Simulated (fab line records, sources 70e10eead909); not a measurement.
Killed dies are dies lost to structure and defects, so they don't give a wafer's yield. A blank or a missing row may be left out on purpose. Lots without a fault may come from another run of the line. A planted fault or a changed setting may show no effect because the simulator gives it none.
Chamber matching | flow nand_harc | NHARC_A_STAIRCASE_CMP_472 on cmp-02: 4 sister chambers
The step polishes SiO2. 4 wafers are shown with their chamber, then 7 later ones without.

WAFERS WITH THEIR CHAMBER
wafer  | chamber | motor_current_A (A)
L083.4 | 3       | 11.2
L086.1 | 2       | 11.6
L089.1 | 1       | 11.9
L089.4 | 0       | 15.3

WAFERS WITHOUT THEIR CHAMBER
wafer  | motor_current_A (A)
L092.1 | 11.6
L092.3 | 10.1
L093.3 | 15.5
L093.4 | 11.4
L094.1 | 14.7
L096.3 | 10.8
L096.4 | 12.3

WHICH CHAMBER EACH WENT THROUGH
wafer  | from the rows above          | in truth
L092.1 | can't be placed: 2 or 1 or 3 | 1
L092.3 | can't be placed: 3 or 2 or 1 | 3
L093.3 | 0                            | 0
L093.4 | can't be placed: 2 or 3 or 1 | 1
L094.1 | 0                            | 0
L096.3 | can't be placed: 3 or 2 or 1 | 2
L096.4 | can't be placed: 1 or 2 or 3 | 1
Placed correctly: 2 of 7. Can't be placed from these rows: 5 (the true chamber is among the candidates in 5). Placed wrongly: 0.
How it was worked out, from the rows above alone: a wafer's distance from a chamber is the root of the sum, over the readings, of the square of ((its reading less the chamber's mean) divided by the reading's scatter). The wafer belongs to the nearest chamber; if the next one is less than 2 further off, it can't be placed. A chamber's mean is the mean of its shown wafers. The scatter: with one shown wafer a chamber, the root of the mean of the squares of how far each hidden wafer lies from its nearest shown one.
